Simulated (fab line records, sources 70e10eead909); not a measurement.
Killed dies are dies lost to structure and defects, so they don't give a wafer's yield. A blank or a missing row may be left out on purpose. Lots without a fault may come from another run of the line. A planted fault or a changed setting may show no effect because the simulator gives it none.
A struck lot beside a sound one | flow nand_harc | 14 steps out of a route of 1302
Sound: wafers L513.3, L513.4, L513.5. Struck: wafers L526.4, L526.5, L526.6. The cause comes at the end.
At each step with rows: each side's tool, then ch and its chambers, then its first start. Under that, the readings that differ: sound wafers | struck wafers | difference of the means | sigmas: that difference in standard deviations of wafers without a fault.
alike: readings whose means differ by less than 2 such deviations, and words and numbers that are the same on both sides. not compared: withheld readings, readings that some wafer has no value for, bounds like >300 that may hide the same value, and numbers for which the record gives no deviation and whose values overlap.
The two part at a step that has a row with sigmas, a row that says differs or no value, or rows on one side only. Numbers that don't overlap but have no deviation are shown without sigmas and don't part them. A reading that every wafer of one side lacks parts them only if that side has two wafers or more.

NHARC_P_M2_PRE_CLEAN_30: time 30 s.
  sound on pvd_sputter-03; struck on pvd_sputter-02
  alike: heater_power_w
NHARC_P_M2_PVD_20: deposits TaN, target thk 5 nm, time 8.06 s.
  sound on pvd_sputter-03; struck on pvd_sputter-02
  alike: substrate_temp_c, throttle_valve_pct
then, 2 steps without rows for these wafers: NHARC_P_M2_PVD_21 (deposits Cu, target thk 30 nm, time 20.49 s); NHARC_P_M2_ECD_22 (material Cu, target thk 400 nm).
NHARC_P_M2_ANNEAL_31: time 90 s.
  sound on rtp_anneal-01 ch 0, day 8 01:05; struck on rtp_anneal-02 ch 0, day 13 13:22
  alike: anneal_temp_c, wafer_temp_C_max
then, 1 step without rows for these wafers: NHARC_P_M2_CMP_23 (polishes, t overpolish 20 s, target thk 144.3 nm).
NHARC_P_M2_THK_MEAS_24: measures by xrf.
  sound on film_metro-01, day 8 01:39; struck on film_metro-01, day 13 13:52
  alike: thk_nm
then, 1 step without rows for these wafers: NHARC_P_M2_SRD_25.
NHARC_P_M2_INSPECT_27:
  sound on defect_inspect-01, day 8 01:48; struck on defect_inspect-02, day 13 14:02
  alike: raw_defect_count
NHARC_P_M2_PRE_CLEAN_32: time 12 s.
  sound on pecvd-04 ch 0,1,2, day 8 01:53; struck on pecvd-04 ch 0,1,2, day 13 14:08
  alike: heater_power_w
then, 1 step without rows for these wafers: NHARC_P_M2_DEP_33 (deposits SiCN, target thk 30 nm).
NHARC_P_BONDPAD_DEP_00: deposits SiCN, target thk 250 nm.
  sound on pecvd-01 ch 0,1,2, day 8 02:22; struck on pecvd-03 ch 0,1,2, day 13 14:43
  no value came back on the struck wafers for chamber_pressure_Torr (Torr), heater_power_outer_w (W), heater_power_w (W); on the sound wafers chamber_pressure_Torr (Torr) reads 2.999 2.989 3.006
NHARC_P_BONDPAD_CMP_32: polishes SiCN, target thk 200 nm.
  sound on cmp-02 ch 2,3, day 8 02:46; struck on cmp-02 ch 0,3, day 13 15:00
  alike: motor_current_A
then, 1 step without rows for these wafers: NHARC_P_BONDPAD_SRD_34.

WHERE THEY PART
Only at NHARC_P_BONDPAD_DEP_00, within this record. Later steps at which nothing parts them and some readings are alike: NHARC_P_BONDPAD_CMP_32.

WHY: what the simulator had put in
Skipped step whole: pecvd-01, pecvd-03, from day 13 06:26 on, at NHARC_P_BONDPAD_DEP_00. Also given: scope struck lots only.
